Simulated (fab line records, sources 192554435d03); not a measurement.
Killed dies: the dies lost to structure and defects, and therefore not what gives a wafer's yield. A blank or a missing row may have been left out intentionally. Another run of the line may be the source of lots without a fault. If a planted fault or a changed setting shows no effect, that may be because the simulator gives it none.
Lot-split experiment / flow n5-finfet / 21 wafers read from 7 lots, route of 1938 steps

THE SPLIT ITSELF
At N5_FIN_SAQP_ALD_61 (deposits SiO2, target thk 4 nm, pulse time 1 s, purge time 2 s), the setting ald-cycles was moved away from the recipe's 43 on 9 of the 21 wafers read, by -14.0% to +11.6%. For the rest of the wafers, this setting stayed at what the recipe calls for.

The reading comes from the split's own step.

THE READING
SiO2_of_FIN_SAQP_ALD_61.thk-nm (the simulator's own value, which no gauge read), in nm, at N5_FIN_SAQP_ALD_61 (deposits SiO2, target thk 4 nm, pulse time 1 s, purge time 2 s). The file gives no usual value for it. Average 4.014 nm, standard deviation 0.019 nm, over the 12 wafers here run with the recipe.

wafer=L076.1; tool, chamber at the split=ald-sin-01, 2; ald-cycles as run=48; against the recipe=+11.6%; SiO2_of_FIN_SAQP_ALD_61.thk-nm, nm=4.435; against lot-mates on the recipe=+0.436
wafer=L076.5; tool, chamber at the split=ald-sin-01, 2; ald-cycles as run=48; against the recipe=+11.6%; SiO2_of_FIN_SAQP_ALD_61.thk-nm, nm=4.431; against lot-mates on the recipe=+0.432
wafer=L076.6; tool, chamber at the split=ald-sin-01, 3; ald-cycles as run=43; against the recipe=recipe; SiO2_of_FIN_SAQP_ALD_61.thk-nm, nm=3.999; against lot-mates on the recipe=-
wafer=L080.4; tool, chamber at the split=ald-sin-01, 2; ald-cycles as run=48; against the recipe=+11.6%; SiO2_of_FIN_SAQP_ALD_61.thk-nm, nm=4.462; against lot-mates on the recipe=+0.463
wafer=L080.5; tool, chamber at the split=ald-sin-01, 0; ald-cycles as run=43; against the recipe=recipe; SiO2_of_FIN_SAQP_ALD_61.thk-nm, nm=3.999; against lot-mates on the recipe=-
wafer=L080.6; tool, chamber at the split=ald-sin-01, 3; ald-cycles as run=48; against the recipe=+11.6%; SiO2_of_FIN_SAQP_ALD_61.thk-nm, nm=4.468; against lot-mates on the recipe=+0.469
wafer=L082.3; tool, chamber at the split=ald-sin-01, 0; ald-cycles as run=43; against the recipe=recipe; SiO2_of_FIN_SAQP_ALD_61.thk-nm, nm=4.022; against lot-mates on the recipe=-
wafer=L082.4; tool, chamber at the split=ald-sin-01, 1; ald-cycles as run=43; against the recipe=recipe; SiO2_of_FIN_SAQP_ALD_61.thk-nm, nm=4.031; against lot-mates on the recipe=-
wafer=L082.6; tool, chamber at the split=ald-sin-01, 0; ald-cycles as run=37; against the recipe=-14.0%; SiO2_of_FIN_SAQP_ALD_61.thk-nm, nm=3.46; against lot-mates on the recipe=-0.567
wafer=L083.3; tool, chamber at the split=ald-sin-01, 0; ald-cycles as run=43; against the recipe=recipe; SiO2_of_FIN_SAQP_ALD_61.thk-nm, nm=3.986; against lot-mates on the recipe=-
wafer=L083.4; tool, chamber at the split=ald-sin-01, 3; ald-cycles as run=43; against the recipe=recipe; SiO2_of_FIN_SAQP_ALD_61.thk-nm, nm=4.001; against lot-mates on the recipe=-
wafer=L083.5; tool, chamber at the split=ald-sin-01, 0; ald-cycles as run=43; against the recipe=recipe; SiO2_of_FIN_SAQP_ALD_61.thk-nm, nm=4.009; against lot-mates on the recipe=-
wafer=L084.1; tool, chamber at the split=ald-sin-04, 0; ald-cycles as run=37; against the recipe=-14.0%; SiO2_of_FIN_SAQP_ALD_61.thk-nm, nm=3.443; against lot-mates on the recipe=-0.582
wafer=L084.3; tool, chamber at the split=ald-sin-04, 1; ald-cycles as run=43; against the recipe=recipe; SiO2_of_FIN_SAQP_ALD_61.thk-nm, nm=4.025; against lot-mates on the recipe=-
wafer=L084.6; tool, chamber at the split=ald-sin-04, 3; ald-cycles as run=37; against the recipe=-14.0%; SiO2_of_FIN_SAQP_ALD_61.thk-nm, nm=3.45; against lot-mates on the recipe=-0.575
wafer=L085.1; tool, chamber at the split=ald-sin-03, 2; ald-cycles as run=43; against the recipe=recipe; SiO2_of_FIN_SAQP_ALD_61.thk-nm, nm=4.02; against lot-mates on the recipe=-
wafer=L085.3; tool, chamber at the split=ald-sin-03, 1; ald-cycles as run=43; against the recipe=recipe; SiO2_of_FIN_SAQP_ALD_61.thk-nm, nm=4.042; against lot-mates on the recipe=-
wafer=L085.6; tool, chamber at the split=ald-sin-03, 1; ald-cycles as run=43; against the recipe=recipe; SiO2_of_FIN_SAQP_ALD_61.thk-nm, nm=4.045; against lot-mates on the recipe=-
wafer=L096.3; tool, chamber at the split=ald-sin-03, 2; ald-cycles as run=37; against the recipe=-14.0%; SiO2_of_FIN_SAQP_ALD_61.thk-nm, nm=3.434; against lot-mates on the recipe=-0.559
wafer=L096.5; tool, chamber at the split=ald-sin-03, 1; ald-cycles as run=37; against the recipe=-14.0%; SiO2_of_FIN_SAQP_ALD_61.thk-nm, nm=3.43; against lot-mates on the recipe=-0.563
wafer=L096.6; tool, chamber at the split=ald-sin-03, 0; ald-cycles as run=43; against the recipe=recipe; SiO2_of_FIN_SAQP_ALD_61.thk-nm, nm=3.993; against lot-mates on the recipe=-

FIT RESULTS
A straight line over all 21 wafers: SiO2_of_FIN_SAQP_ALD_61.thk-nm changes by +0.0395 nm for each +1% of ald-cycles; r = +1.00; the points scatter about the line by 0.021 nm.
The same after taking each lot's own level away (the mean of its wafers on the recipe; 21 wafers): +0.04 nm for each +1%; r = +1.00; scatter 0.012 nm.
On that fit, the largest move of ald-cycles shifts the reading by 0.56 nm.
Measured against the standard deviation above, the lots' own levels, which go from 3.9930 to 4.0357 nm, span 2.3 times it.
Consequently the slope shifts little with the lot-to-lot level, the two slopes agreeing.
Check: for one of the wafers moved furthest among these (-14.0%), held out of the fit, the line's prediction against its lot-mates is -0.562 nm. It came out at -0.567 nm against them.

THESE WAFERS: OTHER SPLITS
Before the reading, these wafers also passed through other splits. Each is held against what the fit with the lots' levels taken away leaves over:
other split on the same wafers=N5_ZERO_LAYER_EXPOSE_08 dose-mj; wafers away from the commonest value=9; r with SiO2_of_FIN_SAQP_ALD_61.thk-nm (lot level and that fit taken away)=-0.13
other split on the same wafers=N5_ZERO_LAYER_ETCH_18 bias-w; wafers away from the commonest value=4; r with SiO2_of_FIN_SAQP_ALD_61.thk-nm (lot level and that fit taken away)=+0.03
other split on the same wafers=N5_WELL_APT_COAT_02 spin-rpm; wafers away from the commonest value=7; r with SiO2_of_FIN_SAQP_ALD_61.thk-nm (lot level and that fit taken away)=-0.20
other split on the same wafers=N5_WELL_APT_EXPOSE_05 dose-mj; wafers away from the commonest value=8; r with SiO2_of_FIN_SAQP_ALD_61.thk-nm (lot level and that fit taken away)=+0.21

FILE'S OWN FIT
SiO2_of_FIN_SAQP_ALD_61.thk-nm changes by +0.0401 nm for each +1% of ald-cycles, r = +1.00.
